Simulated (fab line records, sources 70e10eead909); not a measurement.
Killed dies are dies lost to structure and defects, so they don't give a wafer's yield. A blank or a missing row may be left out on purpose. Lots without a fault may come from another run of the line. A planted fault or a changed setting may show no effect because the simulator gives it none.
fab line records | flow nand_harc
record lots=24 wafers=72 last_day=24
route steps=1159 shown P_ZERO_WELL@18 P_GATE@148 P_CONTACT@248
lots that met no fault: from a run of the same line without faults
start_h: hours from the record's first day to the start of the lot's first wafer shown | wait_h: hours since the lot's step before | " the same as in the row above | L1.1+2: a row that stands for several wafers | - no value, or no start given | * or withheld: withheld | < > ~ a bound
route shown NAME@n: a module of which the file shows steps, and the number in the route of the first | usual: mean/standard deviation of fault-free wafers | same: alike in all rows | chamber/n: place in a boat | sites: the reading at each site | _std_site: their standard deviation | _edge_site: outer sites' mean less inner sites' | radius_mm: how far each site lies from the wafer's centre | mask NAME#n: copy n | behind: the tool/chamber that last shaped the wafer | hold: why the lot was held/for how many hours/how that ended | device: the transistor (n, p or np) that didn't switch | end of line: the same wafers' tests at the end of the route | a step without rows: its recipe alone | killed: dies lost to structure and defects at the first sort, not the wafer's yield | map: a wafer's dies, x killed, . not, _ none there
set.NAME: the setting as run; set.NAME@STEP: as run at that earlier step | model.NAME: the simulator's own value behind a step, which no gauge read
steps of the route over a sample of lots; a table a step, a row a wafer
services: from which hour (start_h, from the record's first day; less than 0 if before it) a tool's chamber was out of use, for how many hours, and why
## steps
# step NHARC_P_ZERO_WELL_ETCH_62
# recipe target_depth_a=130 time_s=6.5 chf3_flow_sccm=50 ar_flow_sccm=200 rf_w=500 bias_w=200 chemistry=CHF3/Ar
# usual chf3_flow_sccm=49.98/0.14 drypump_motor_current_A=5.78/0.29 oes_product_au=0.962/0.015 rf_vpp_V=371.0/2.9 showerhead_plenum_p_Torr=2.36/0.12 throttle_valve_pct=20.217/0.0087
# same time_s=6.5
# columns lot.wafer tool chamber start_h wait_h chf3_flow_sccm drypump_motor_current_A oes_product_au rf_hours_counter_h rf_vpp_V showerhead_plenum_p_Torr throttle_valve_pct
L074.3 rie_diel-06 2 - - 50.21 5.79 0.980 6 373.6 2.48 20.223
L074.1 " 3 " " 49.89 5.77 0.970 6 373.7 2.41 20.208
L074.6 " 0 " " 50.05 5.40 0.956 - 367.8 2.21 20.220
L075.3 rie_diel-01 3 - - 49.92 5.88 0.945 4 368.1 2.19 20.216
L075.6 " 3 " " 50.10 5.86 0.956 - 367.2 2.19 20.234
L075.5 " 0 " " 50.17 6.06 0.945 - 374.8 2.51 20.214
L076.2 rie_diel-01 1 - - 50.17 6.00 0.948 3 372.3 2.39 20.208
L076.4 " 3 " " 49.96 5.89 0.950 - 367.5 2.19 20.218
L076.5 " 1 " " 50.14 5.99 0.959 - 370.8 2.40 20.213
L077.2 rie_diel-01 3 - - 50.02 5.88 0.959 4 367.7 2.19 20.199
L077.4 " 1 " " 49.93 6.01 0.954 - 371.1 2.39 20.232
L077.6 " 2 " " 49.92 6.05 0.952 - 372.8 2.48 20.226
L078.4 rie_diel-01 3 - - 49.91 5.84 0.984 6 366.3 2.19 20.219
L078.1 " 0 " " 50.12 6.07 0.961 4 374.3 2.51 20.226
L078.6 " 3 " " 49.54 5.86 0.987 - 368.1 2.19 20.204
L079.1 rie_diel-06 3 - - 49.86 5.76 0.954 7 372.6 2.41 20.220
L079.4 " 0 " " 50.11 5.45 0.928 5 366.3 2.21 20.230
L079.6 " 0 " " 49.77 5.40 0.927 - 367.6 2.21 20.219
L080.2 rie_diel-06 2 - - 50.07 5.78 0.975 7 372.5 2.48 20.222
L080.1 " 3 " " 49.92 5.73 0.982 7 372.3 2.41 20.207
L080.6 " 0 " " 49.88 5.40 0.954 - 368.2 2.21 20.228
L081.2 rie_diel-06 2 - - 50.00 5.79 0.982 8 373.8 2.48 20.213
L081.3 " 3 " " 50.09 5.72 0.991 7 371.9 2.41 20.224
L081.4 " 0 " " 49.89 5.42 0.960 5 368.6 2.21 20.214
L082.4 rie_diel-01 3 - - 49.74 5.84 0.962 7 365.5 2.19 20.220
L082.3 " 0 " " 49.79 6.04 0.976 6 374.2 2.51 20.203
L082.6 " 0 " " 49.94 6.05 0.983 - 374.1 2.51 20.221
L083.1 rie_diel-13 3 - - 50.12 5.81 0.966 10 371.9 2.40 20.221
L083.6 " 0 " " 50.06 4.65 0.963 - 369.8 2.33 20.227
L083.5 " 1 " " 50.11 5.94 0.950 - 370.3 2.34 20.213
L084.1 rie_diel-06 0 - - 50.07 5.39 0.950 0 368.5 2.21 20.201
L084.5 " 3 " " 49.87 5.74 0.962 - 371.6 2.41 20.209
L084.6 " 0 " " 50.12 5.38 0.950 - 367.5 2.21 20.210
L085.2 rie_diel-13 2 - - 50.20 6.27 0.922 11 374.0 2.52 20.208
L085.6 " 3 " " 50.10 5.81 0.926 - 372.1 2.40 20.217
L085.4 " 0 " " 50.08 4.66 0.937 - 371.9 2.33 20.213
L086.2 rie_diel-01 3 - - 49.75 5.83 0.979 9 365.7 2.19 20.228
L086.3 " 0 " " 50.17 6.07 0.982 8 372.9 2.51 20.225
L086.1 " 1 " " 49.96 6.00 0.963 8 371.3 2.39 20.223
L087.4 rie_diel-06 2 - - 49.93 5.80 0.985 1 372.2 2.48 20.209
L087.3 " 0 " " 49.92 5.41 0.951 1 368.7 2.21 20.210
L087.5 " 2 " " 49.92 5.79 0.983 - 374.0 2.48 20.237
L088.4 rie_diel-01 1 - - 50.13 6.01 0.938 8 371.2 2.39 20.231
L088.1 " 2 " " 50.05 6.03 0.961 9 373.0 2.48 20.205
L088.6 " 0 " " 49.95 6.07 0.954 - 373.3 2.51 20.222
L089.4 rie_diel-01 2 - - 50.02 6.01 0.962 9 374.6 2.48 20.198
L089.3 " 3 " " 50.06 5.84 0.983 10 366.7 2.19 20.218
L089.6 " 2 " " 50.08 6.00 0.950 - 373.4 2.48 20.209
L090.4 rie_diel-01 1 - - 50.03 5.98 0.955 9 371.4 2.39 20.218
L090.2 " 3 " " 49.91 5.86 0.977 10 367.4 2.19 20.222
L090.5 " 1 " " 50.04 5.98 0.955 - 372.7 2.39 20.205
L091.4 rie_diel-01 3 - - 49.82 5.86 0.959 11 367.5 2.19 20.213
L091.3 " 1 " " 49.97 5.99 0.977 10 372.2 2.39 20.213
L091.5 " 2 " " 50.11 6.06 0.955 - 373.1 2.48 20.232
L092.4 rie_diel-06 3 - - 50.00 5.76 0.959 2 371.3 2.41 20.211
L092.1 " 1 " " 50.03 5.60 0.982 2 368.5 2.23 20.216
L092.5 " 3 " " 49.93 5.75 0.968 - 371.5 2.41 20.219
L093.1 rie_diel-01 2 - - 49.94 6.01 0.967 11 375.7 2.48 20.230
L093.2 " 1 " " 49.93 6.02 0.980 10 371.2 2.39 20.213
L093.5 " 3 " " 50.08 5.86 0.948 - 366.7 2.19 20.206
L094.1 rie_diel-06 0 - - 50.07 5.41 0.977 3 369.3 2.21 20.227
L094.3 " 1 " " 50.12 5.58 0.982 3 368.3 2.23 20.224
L094.2 " 3 " " 49.90 5.74 0.979 3 373.5 2.41 20.224
L095.2 rie_diel-06 0 - - 50.04 5.42 0.964 3 368.7 2.21 20.215
L095.6 " 2 " " 50.04 5.79 0.959 - 373.4 2.48 20.222
L095.5 " 3 " " 50.03 5.73 0.962 - 371.7 2.41 20.212
L096.3 rie_diel-06 1 - - 49.95 5.54 0.972 3 368.8 2.23 20.205
L096.1 " 2 " " 50.12 5.80 0.963 4 373.5 2.48 20.212
L096.5 " 0 " " 49.87 5.40 0.965 - 366.1 2.21 20.224
L097.1 rie_diel-06 2 - - 49.91 5.78 0.966 4 373.5 2.48 20.231
L097.5 " 3 " " 50.03 5.72 0.948 - 373.2 2.41 20.216
L097.6 " 0 " " 49.84 5.41 0.951 - 368.3 2.21 20.215
# step NHARC_P_ZERO_WELL_DESCUM_54
# recipe time_s=3 o2_flow_sccm=200 ar_flow_sccm=0 bias_power_w=0 chemistry=O2
# usual drypump_motor_current_A=5.8/0.43 oes_product_au=0.998/0.0097 rf_vpp_V=58.1/0.96 showerhead_plenum_p_Torr=1.94/0.094 throttle_valve_pct=11.310/0.0083
# same time_s=3
# columns lot.wafer tool chamber start_h wait_h drypump_motor_current_A oes_product_au rf_hours_counter_h rf_vpp_V showerhead_plenum_p_Torr throttle_valve_pct
L074.1 rie_diel-06 3 17.82 - 5.7 1.004 6 57.5 1.97 11.297
L074.3 " 0 " " 5.4 0.986 4 58.4 1.80 11.304
L074.6 " 1 " " 5.6 1.012 - 57.0 1.82 11.320
L075.3 rie_diel-06 1 23.99 - 5.6 1.024 5 57.7 1.82 11.308
L075.5 " 0 " " 5.4 0.985 - 56.8 1.80 11.299
L075.6 " 1 " " 5.6 1.015 - 58.0 1.82 11.312
L076.4 rie_diel-06 0 30.22 - 5.4 0.988 4 55.8 1.80 11.302
L076.2 " 2 " " 5.8 1.003 6 59.0 2.03 11.297
L076.5 " 3 " " 5.7 1.011 - 58.7 1.97 11.308
L077.2 rie_diel-06 1 36.12 - 5.6 1.014 5 56.7 1.82 11.307
L077.4 " 2 " " 5.8 1.005 6 56.9 2.03 11.303
L077.6 " 0 " " 5.4 0.981 - 57.0 1.80 11.308
L078.1 rie_diel-01 2 41.55 - 6.0 0.989 5 59.8 2.03 11.312
L078.4 " 3 " " 5.9 1.008 6 57.0 1.78 11.295
L078.6 " 1 " " 6.0 1.000 - 57.1 1.96 11.319
L079.4 rie_diel-06 2 48.05 - 5.8 1.006 7 58.8 2.03 11.294
L079.1 " 3 " " 5.7 1.014 7 57.8 1.97 11.311
L079.6 " 0 " " 5.4 0.981 - 58.1 1.80 11.317
L080.2 rie_diel-13 0 53.94 - 4.7 1.000 8 59.0 1.90 11.301
L080.1 " 2 " " 6.2 0.986 9 59.1 2.06 11.310
L080.6 " 2 " " 6.3 0.989 - 58.0 2.06 11.321
L081.2 rie_diel-01 3 59.93 - 5.9 0.998 7 58.7 1.78 11.315
L081.3 " 0 " " 6.1 0.997 6 58.5 2.06 11.307
L081.4 " 1 " " 6.0 0.994 5 59.5 1.96 11.312
L082.3 rie_diel-01 2 65.92 - 6.0 1.002 6 59.9 2.03 11.307
L082.4 " 1 " " 6.0 1.014 6 56.3 1.96 11.311
L082.6 " 3 " " 5.9 1.000 - 57.9 1.78 11.308
L083.1 rie_diel-13 1 71.92 - 5.9 0.988 7 57.2 1.91 11.332
L083.5 " 1 " " 5.9 0.988 - 56.5 1.91 11.324
L083.6 " 2 " " 6.3 0.992 - 57.2 2.06 11.320
L084.1 rie_diel-13 0 78.03 - 4.7 1.002 10 57.9 1.90 11.314
L084.6 " 3 " " 5.8 1.000 - 58.3 1.96 11.312
L084.5 " 0 " " 4.7 1.003 - 57.8 1.90 11.308
L085.4 rie_diel-01 2 83.97 - 6.0 1.002 8 57.7 2.03 11.306
L085.2 " 0 " " 6.1 0.996 8 59.0 2.05 11.309
L085.6 " 2 " " 6.0 0.992 - 58.6 2.03 11.303
L086.1 rie_diel-06 2 89.92 - 5.8 1.006 1 57.5 2.03 11.307
L086.2 " 0 " " 5.4 0.977 1 58.2 1.80 11.316
L086.3 " 1 " " 5.6 1.010 0 56.7 1.82 11.309
L087.4 rie_diel-01 2 95.95 - 6.0 1.000 9 61.1 2.03 11.311
L087.3 " 3 " " 5.9 1.002 10 58.3 1.78 11.307
L087.5 " 1 " " 6.0 0.998 - 57.6 1.96 11.309
L088.4 rie_diel-01 0 101.99 - 6.1 1.006 9 58.5 2.05 11.317
L088.1 " 1 " " 6.0 0.990 9 58.6 1.96 11.308
L088.6 " 1 " " 6.0 0.987 - 58.2 1.95 11.326
L089.3 rie_diel-01 0 107.95 - 6.0 0.996 9 58.6 2.05 11.323
L089.4 " 1 " " 6.0 0.994 9 56.8 1.95 11.304
L089.6 " 0 " " 6.1 1.002 - 59.1 2.05 11.301
L090.4 rie_diel-06 1 113.76 - 5.6 1.008 2 57.0 1.82 11.289
L090.2 " 3 " " 5.7 1.022 2 57.8 1.97 11.315
L090.5 " 2 " " 5.8 1.004 - 59.3 2.03 11.305
L091.3 rie_diel-13 1 120.44 - 5.9 0.997 1 57.2 1.91 11.299
L091.4 " 2 " " 6.3 1.001 1 58.5 2.06 11.304
L091.5 " 0 " " 4.7 0.996 - 58.6 1.90 11.303
L092.4 rie_diel-01 3 125.86 - 5.8 1.007 12 58.4 1.78 11.303
L092.1 " 0 " " 6.1 1.010 10 58.7 2.05 11.312
L092.5 " 1 " " 6.0 1.008 - 56.5 1.95 11.299
L093.1 rie_diel-01 1 131.91 - 6.0 1.001 10 56.4 1.95 11.313
L093.2 " 2 " " 6.0 0.989 11 59.6 2.03 11.319
L093.5 " 2 " " 6.0 0.989 - 58.9 2.03 11.298
L094.3 rie_diel-13 0 137.68 - 4.7 0.999 2 58.4 1.90 11.310
L094.2 " 1 " " 5.9 0.999 2 58.5 1.91 11.307
L094.1 " 2 " " 6.3 1.001 3 58.5 2.06 11.301
L095.2 rie_diel-13 0 143.73 - 4.7 0.984 3 57.8 1.90 11.325
L095.6 " 3 " " 5.8 0.995 - 57.5 1.96 11.313
L095.5 " 0 " " 4.7 0.997 - 58.8 1.90 11.323
L096.3 rie_diel-13 1 149.77 - 5.9 0.993 4 58.2 1.91 11.326
L096.1 " 2 " " 6.3 0.996 4 58.9 2.06 11.321
L096.5 " 1 " " 5.9 0.997 - 57.0 1.91 11.312
L097.1 rie_diel-13 1 156.02 - 5.9 0.987 4 56.4 1.91 11.313
L097.6 " 2 " " 6.3 0.999 - 60.1 2.06 11.304
L097.5 " 3 " " 5.8 0.993 - 59.2 1.96 11.317
# step NHARC_P_GATE_ETCH_114
# recipe target_depth_a=300 overetch_a=30 time_s=16.5 ion_energy_ev=100 cf4_flow_sccm=80 o2_flow_sccm=20 ar_flow_sccm=0 rf_w=300 bias_w=100 chemistry=CF4/O2
# usual drypump_motor_current_A=5.8/0.43 oes_ar_750_au=1.000/0.0045 oes_product_au=0.999/0.01 rf_vpp_V=198.1/1.4 showerhead_plenum_p_Torr=1.35/0.056 throttle_valve_pct=13.397/0.0099
# same time_s=16.5
# columns lot.wafer tool chamber start_h wait_h drypump_motor_current_A oes_ar_750_au oes_product_au rf_hours_counter_h rf_vpp_V showerhead_plenum_p_Torr throttle_valve_pct
L074.3 rie_diel-07 2 - - 6.8 1.002 1.010 4 198.5 1.40 13.407
L074.1 " 0 " " 6.0 1.008 0.982 4 197.8 1.33 13.379
L074.6 " 1 " " 6.1 0.999 0.996 - 199.3 1.39 13.392
L075.3 rie_diel-05 0 - - 5.6 1.000 1.015 38 197.5 1.29 13.391
L075.5 " 1 " " 5.7 0.998 0.996 - 197.9 1.38 13.384
L075.6 " 2 " " 5.5 1.004 1.003 - 198.1 1.37 13.380
L076.4 rie_diel-11 3 - - 5.4 0.997 0.988 28 199.6 1.40 13.403
L076.2 " 0 " " 6.1 1.001 0.991 29 197.0 1.29 13.410
L076.5 " 0 " " 6.1 0.996 0.995 - 198.4 1.29 13.386
L077.2 rie_diel-05 1 - - 5.7 1.006 0.989 41 199.1 1.38 13.406
L077.4 " 2 " " 5.5 1.004 1.004 37 196.7 1.37 13.407
L077.6 " 0 " " 5.6 1.003 0.999 - 198.4 1.29 13.399
L078.4 rie_diel-07 1 - - 6.1 1.006 1.003 8 197.9 1.38 13.403
L078.1 " 2 " " 6.8 1.002 1.001 8 199.6 1.40 13.382
L078.6 " 0 " " 6.0 1.002 0.995 - 197.2 1.33 13.386
L079.4 rie_diel-05 0 - - 5.6 1.004 1.000 45 197.1 1.29 13.402
L079.1 " 1 " " 5.7 0.996 0.983 43 199.0 1.38 13.388
L079.6 " 0 " " 5.6 0.998 1.002 - 197.4 1.29 13.393
L080.1 rie_diel-07 1 - - 6.1 1.000 1.000 9 198.6 1.38 13.409
L080.2 " 2 " " 6.7 1.000 1.005 9 199.6 1.40 13.389
L080.6 " 0 " " 6.1 0.999 0.998 - 198.5 1.33 13.394
L081.2 rie_diel-11 2 - - 6.0 0.993 1.004 41 198.2 1.28 13.392
L081.4 " 3 " " 5.4 0.993 0.992 40 198.4 1.40 13.399
L081.3 " 0 " " 6.1 1.007 1.002 40 197.5 1.28 13.392
L082.3 rie_diel-07 1 - - 6.1 0.988 1.006 14 198.8 1.38 13.402
L082.4 " 2 " " 6.8 0.997 1.008 14 198.6 1.40 13.413
L082.6 " 3 " " 5.0 0.997 0.993 - 200.4 1.43 13.389
L083.1 rie_diel-05 0 - - 5.6 0.993 1.010 54 196.2 1.29 13.398
L083.6 " 3 " " 5.5 1.006 0.992 - 198.7 1.40 13.404
L083.5 " 0 " " 5.6 1.007 1.013 - 198.1 1.29 13.392
L085.2 rie_diel-11 3 - - 5.4 1.001 0.982 47 200.3 1.40 13.400
L085.4 " 0 " " 6.1 1.006 1.004 46 195.2 1.28 13.405
L085.6 " 2 " " 5.9 1.005 1.002 - 196.6 1.28 13.407
L084.1 rie_diel-07 3 - - 5.0 1.006 0.986 14 198.6 1.43 13.368
L084.6 " 1 " " 6.1 1.000 1.014 - 199.3 1.38 13.396
L084.5 " 2 " " 6.7 0.994 1.021 - 200.2 1.40 13.392
L087.3 rie_diel-07 0 - - 6.0 1.007 0.991 16 198.9 1.33 13.401
L087.4 " 2 " " 6.8 1.008 0.997 - 199.6 1.40 13.391
L087.5 " 0 " " 6.1 0.995 0.994 - 197.6 1.33 13.384
L086.2 rie_diel-11 0 - - 6.1 0.998 1.018 54 196.6 1.28 13.388
L086.3 " 1 " " 5.6 0.997 1.002 57 196.5 1.26 13.400
L086.1 " 2 " " 6.0 0.998 1.016 57 197.4 1.28 13.381
L088.1 rie_diel-05 3 - - 5.5 1.001 0.981 1 199.7 1.40 13.389
L088.4 " 0 " " 5.6 1.003 0.981 1 197.5 1.29 13.396
L088.6 " 0 " " 5.6 1.000 0.980 - 196.1 1.29 13.401
L089.4 rie_diel-05 2 - - 5.5 1.002 1.020 3 197.0 1.36 13.397
L089.3 " 1 " " 5.7 1.002 1.000 3 200.0 1.37 13.407
L089.6 " 2 " " 5.5 1.005 1.020 - 199.0 1.36 13.380
L092.4 rie_diel-11 0 - - 6.1 0.999 1.018 61 195.0 1.28 13.387
L092.1 " 1 " " 5.6 1.002 1.005 63 196.3 1.26 13.392
L092.5 " 3 " " 5.4 1.000 0.996 - 198.0 1.40 13.414
L090.4 rie_diel-11 0 - - 6.1 1.002 1.011 61 195.4 1.28 13.409
L090.2 " 1 " " 5.7 1.000 1.005 64 197.5 1.26 13.409
L090.5 " 0 " " 6.1 1.008 1.002 - 197.1 1.28 13.391
L091.3 rie_diel-07 2 - - 6.8 0.996 1.009 26 198.9 1.40 13.386
L091.4 " 1 " " 6.1 0.991 1.021 - 197.6 1.38 13.400
L091.5 " 2 " " 6.7 1.004 1.010 - 199.5 1.40 13.409
L094.1 rie_diel-11 1 - - 5.6 0.995 1.003 1 196.8 1.26 13.399
L094.3 " 2 " " 5.9 0.998 1.002 1 196.5 1.28 13.393
L094.2 " 0 " " 6.1 0.992 1.015 1 195.4 1.28 13.394
L093.2 rie_diel-05 0 - - 5.6 1.000 0.983 12 196.9 1.28 13.413
L093.1 " 3 " " 5.5 0.998 0.989 15 200.4 1.39 13.400
L093.5 " 0 " " 5.6 1.003 0.981 - 197.1 1.28 13.397
L095.2 rie_diel-11 2 - - 5.9 1.002 0.997 5 195.2 1.28 13.391
L095.6 " 0 " " 6.1 0.997 1.005 - 196.4 1.28 13.393
L095.5 " 1 " " 5.6 1.003 1.004 - 196.7 1.26 13.389
L096.3 rie_diel-07 0 - - 6.0 1.005 0.991 25 197.4 1.33 13.398
L096.1 " 2 " " 6.8 0.995 1.007 32 199.7 1.40 13.397
L096.5 " 0 " " 6.0 0.997 0.994 - 197.2 1.33 13.396
L097.1 rie_diel-05 3 - - 5.6 0.997 0.995 26 200.1 1.39 13.399
L097.5 " 3 " " 5.5 1.001 0.997 - 198.1 1.39 13.401
L097.6 " 0 " " 5.6 1.002 0.991 - 197.4 1.28 13.386
# step NHARC_P_GATE_CD_MEAS_33
# usual cd_nm=122.1/2.5
# columns lot.wafer tool chamber start_h wait_h cd_nm
L074.1 cd_sem-02 - 93.94 - 119.4
L074.3 " - " " 122.3
L074.6 " - " " 119.5
L075.3 cd_sem-02 - 100.61 - 118.6
L075.5 " - " " 123.3
L075.6 " - " " 122.4
L076.2 cd_sem-02 - 101.08 - 124.6
L076.4 " - " " 121.4
L076.5 " - " " 119.7
L077.2 cd_sem-01 - 115.75 - 121.6
L077.4 " - " " 125.6
L077.6 " - " " 120.1
L078.1 cd_sem-01 - 116.43 - 118.8
L078.4 " - " " 119.5
L078.6 " - " " 121.1
L079.1 cd_sem-01 - 120.48 - 120.8
L079.4 " - " " 118.6
L079.6 " - " " 120.2
L080.1 cd_sem-02 - 121.15 - 122.3
L080.2 " - " " 118.6
L080.6 " - " " 121.5
L081.2 cd_sem-01 - 135.28 - 125.6
L081.3 " - " " 122.3
L081.4 " - " " 119.2
L082.3 cd_sem-03 - 142.85 - 120.5
L082.4 " - " " 125.0
L082.6 " - " " 121.1
L083.1 cd_sem-03 - 143.54 - 124.1
L083.5 " - " " 118.0
L083.6 " - " " 118.1
L085.2 cd_sem-02 - 153.90 - 124.2
L085.4 " - " " 117.0
L085.6 " - " " 121.8
L084.1 cd_sem-03 - 154.58 - 120.8
L084.5 " - " " 123.3
L084.6 " - " " 125.3
L087.3 cd_sem-02 - 168.01 0.2 119.7
L087.4 " - " " 122.7
L087.5 " - " " 122.4
L086.1 cd_sem-03 - 169.96 - 125.5
L086.2 " - " " 116.2
L086.3 " - " " 120.4
L088.1 cd_sem-03 - 176.14 - 118.6
L088.4 " - " " 122.6
L088.6 " - " " 123.1
L089.3 cd_sem-03 - 181.18 - 123.6
L089.4 " - " " 120.8
L089.6 " - " " 122.2
L092.1 cd_sem-03 - 187.19 - 121.8
L092.4 " - " " 123.9
L092.5 " - " " 122.9
L090.2 cd_sem-03 - 187.94 - 121.0
L090.4 " - " " 121.9
L090.5 " - " " 121.9
L091.3 cd_sem-01 - 188.24 0.2 124.2
L091.4 " - " " 127.1
L091.5 " - " " 127.5
L094.1 cd_sem-02 - 202.78 - 126.2
L094.2 " - " " 125.5
L094.3 " - " " 126.9
L093.1 cd_sem-03 - 203.28 - 119.7
L093.2 " - " " 119.2
L093.5 " - " " 126.5
L095.2 cd_sem-03 - 213.98 - 122.1
L095.5 " - " " 123.9
L095.6 " - " " 118.1
L096.1 cd_sem-03 - 218.47 - 122.9
L096.3 " - " " 122.4
L096.5 " - " " 123.7
L097.1 cd_sem-01 - 235.51 0.2 123.4
L097.5 " - " " 123.2
L097.6 " - " " 122.0
# step NHARC_P_GATE_DEGAS_109
# recipe temp_c=300 time_s=60
# usual heater_power_w=491/56
# same time_s=60
# columns lot.wafer tool chamber start_h wait_h heater_power_w
L074.3 pvd_sputter-02 - 111.13 0.1 511
L074.1 " - " " 450
L074.6 " - " " 502
L075.3 pvd_sputter-03 - 117.34 0.1 618
L075.6 " - " " 399
L075.5 " - " " 510
L076.4 pvd_sputter-01 - 118.13 0.1 488
L076.2 " - " " 453
L076.5 " - " " 451
L077.4 pvd_sputter-03 - 132.27 0.1 517
L077.2 " - " " 615
L077.6 " - " " 527
L078.1 pvd_sputter-03 - 133.02 0.1 454
L078.4 " - " " 513
L078.6 " - " " 614
L080.2 pvd_sputter-03 - 138.81 0.1 619
L080.1 " - " " 507
L080.6 " - " " 622
L079.4 pvd_sputter-01 - 139.22 0.1 543
L079.1 " - " " 541
L079.6 " - " " 502
L081.4 pvd_sputter-02 - 151.84 0.1 462
L081.2 " - " " 409
L081.3 " - " " 519
L082.4 pvd_sputter-03 - 159.42 0.1 617
L082.3 " - " " 401
L082.6 " - " " 457
L083.1 pvd_sputter-02 - 160.05 0.1 494
L083.6 " - " " 513
L083.5 " - " " 454
L084.1 pvd_sputter-02 - 171.74 0.1 405
L084.5 " - " " 507
L084.6 " - " " 502
L085.2 pvd_sputter-01 - 173.34 0.2 546
L085.4 " - " " 553
L085.6 " - " " 539
L087.3 pvd_sputter-01 - 184.49 0.1 476
L087.4 " - " " 501
L087.5 " - " " 536
L086.2 pvd_sputter-02 - 187.83 0.1 405
L086.3 " - " " 501
L086.1 " - " " 506
L088.1 pvd_sputter-02 - 194.97 0.1 510
L088.4 " - " " 415
L088.6 " - " " 514
L089.3 pvd_sputter-02 - 198.26 0.1 416
L089.4 " - " " 505
L089.6 " - " " 450
L092.1 pvd_sputter-02 - 205.36 0.1 418
L092.4 " - " " 444
L092.5 " - " " 414
L090.4 pvd_sputter-02 - 206.11 0.1 410
L090.2 " - " " 517
L090.5 " - " " 408
L091.4 pvd_sputter-01 - 206.38 0.1 534
L091.3 " - " " 474
L091.5 " - " " 536
L094.2 pvd_sputter-03 - 219.62 0.1 457
L094.3 " - " " 633
L094.1 " - " " 400
L093.2 pvd_sputter-01 - 220.21 0.1 487
L093.1 " - " " 544
L093.5 " - " " 473
L095.2 pvd_sputter-01 - 230.46 0.1 532
L095.5 " - " " 551
L095.6 " - " " 550
L096.1 pvd_sputter-01 - 237.90 0.1 472
L096.3 " - " " 549
L096.5 " - " " 496
L097.1 pvd_sputter-03 - 252.03 0.1 636
L097.6 " - " " 510
L097.5 " - " " 460
# step NHARC_P_CONTACT_CVD_23
# recipe target_thk_a=2000 temp_c=300 pressure_torr=40 wf6_flow_sccm=40 h2_flow_sccm=1600 ar_flow_sccm=1560 time_s=557 material=W
# usual heater_power_w=444/54 mfc_wf6_sccm=40.00/0.12 throttle_valve_pct=8.0/0.31
# same time_s=557
# columns lot.wafer tool chamber start_h wait_h heater_power_w mfc_wf6_sccm throttle_valve_pct
L074.1 cvd_w-02 0 - - 531 40.00 7.7
L074.3 " 0 " " 537 39.98 8.0
L074.6 " 1 " " 414 40.15 8.4
L075.3 cvd_w-01 1 - - 437 39.89 7.9
L075.6 " 1 " " 432 40.00 7.5
L075.5 " 0 " " 402 39.99 8.1
L076.2 cvd_w-01 0 - - 395 39.95 7.7
L076.4 " 1 " " 432 39.99 7.8
L076.5 " 1 " " 423 40.03 7.7
L077.2 cvd_w-02 0 - - 535 39.96 7.7
L077.4 " 1 " " 414 39.98 8.5
L077.6 " 0 " " 532 39.94 8.2
L078.1 cvd_w-02 1 - - 403 40.06 8.4
L078.4 " 1 " " 416 39.95 8.4
L078.6 " 0 " " 532 39.90 8.1
L080.2 cvd_w-01 1 - - 421 39.99 7.6
L080.1 " 0 " " 395 40.11 7.8
L080.6 " 1 " " 419 40.05 7.6
L079.1 cvd_w-01 0 - - 395 39.91 8.1
L079.4 " 0 " " 399 40.11 8.0
L079.6 " 1 " " 427 39.96 7.9
L081.2 cvd_w-01 0 - - 403 40.08 7.8
L081.3 " 1 " " 426 40.01 7.6
L081.4 " 0 " " 396 40.06 7.9
L082.4 cvd_w-02 1 - - 412 40.19 8.2
L082.3 " 0 " " 526 40.05 7.7
L082.6 " 1 " " 410 39.97 8.4
L083.1 cvd_w-02 1 - - 400 40.18 8.5
L083.5 " 1 " " 405 40.13 8.3
L083.6 " 0 " " 540 39.96 8.1
L084.1 cvd_w-01 1 - - 428 39.93 7.7
L084.5 " 1 " " 429 40.01 7.9
L084.6 " 0 " " 405 39.82 8.1
L085.2 cvd_w-01 0 - - 401 39.72 7.8
L085.4 " 0 " " 402 39.71 7.8
L085.6 " 0 " " 393 39.90 7.8
L087.4 cvd_w-02 0 - - 535 40.28 7.9
L087.3 " 1 " " 414 39.97 8.4
L087.5 " 1 " " 412 40.15 8.4
L086.2 cvd_w-02 1 - - 410 40.03 8.3
L086.1 " 0 " " 531 40.13 7.9
L086.3 " 1 " " 405 40.06 8.3
L088.1 cvd_w-01 0 - - 401 40.11 7.7
L088.4 " 1 " " 433 40.05 7.9
L088.6 " 0 " " 389 40.24 7.9
L089.4 cvd_w-01 0 - - 395 40.10 7.8
L089.3 " 1 " " 434 39.84 7.7
L089.6 " 1 " " 440 39.85 7.6
L092.1 cvd_w-01 1 - - 419 40.05 7.8
L092.4 " 1 " " 427 39.97 7.7
L092.5 " 1 " " 438 40.01 7.8
L090.2 cvd_w-02 1 - - 417 40.00 8.7
L090.4 " 0 " " 526 39.83 7.8
L090.5 " 1 " " 415 39.99 8.6
L091.3 cvd_w-01 1 - - 437 39.83 7.7
L091.4 " 0 " " 404 40.09 8.1
L091.5 " 1 " " 424 39.83 7.4
L094.1 cvd_w-02 0 - - 532 40.19 7.8
L094.2 " 1 " " 424 39.96 8.4
L094.3 " 0 " " 531 40.23 8.0
L093.2 cvd_w-02 0 - - 537 40.02 8.0
L093.1 " 1 " " 414 39.91 8.7
L093.5 " 0 " " 543 40.16 7.6
L095.2 cvd_w-01 1 - - 432 39.95 7.9
L095.5 " 0 " " 407 39.97 7.9
L095.6 " 1 " " 431 39.82 7.6
L096.1 cvd_w-02 1 - - 406 39.91 8.5
L096.3 " 1 " " 410 39.92 8.7
L096.5 " 1 " " 414 39.91 8.4
L097.1 cvd_w-02 1 - - 408 39.96 8.5
L097.5 " 1 " " 415 40.01 8.6
L097.6 " 0 " " 529 40.25 7.9
## services
# columns tool chamber start_h hours kind
cvd_w-02 - 17.87 13.0 pm
rie_diel-01 0 21.31 14.5 repair
cvd_w-01 0 28.42 4.3 repair
pvd_sputter-02 - 36.00 10.0 pm
rie_diel-13 1 51.99 5.3 repair
rie_diel-13 3 53.81 3.8 repair
rie_diel-06 - 64.20 9.0 pm
rie_diel-13 1 72.52 12.5 repair
rie_diel-13 - 99.00 9.0 pm
cvd_w-01 - 102.36 0.2 repair
rie_diel-06 - 105.20 0.6 repair
cvd_w-01 - 112.75 13.0 pm
cvd_w-02 - 118.69 1.2 repair
rie_diel-01 - 137.90 9.0 pm
rie_diel-06 1 148.64 8.7 repair
rie_diel-06 2 169.56 37.4 repair
cvd_w-01 - 181.25 0.3 repair
cvd_w-02 - 200.91 13.0 pm
pvd_sputter-02 - 214.00 10.0 pm
rie_diel-01 2 217.22 9.7 repair
pvd_sputter-02 - 229.43 5.2 repair
rie_diel-06 1 234.73 7.2 repair
rie_diel-06 3 239.00 14.3 repair
rie_diel-06 - 241.20 9.0 pm
## key
fault none
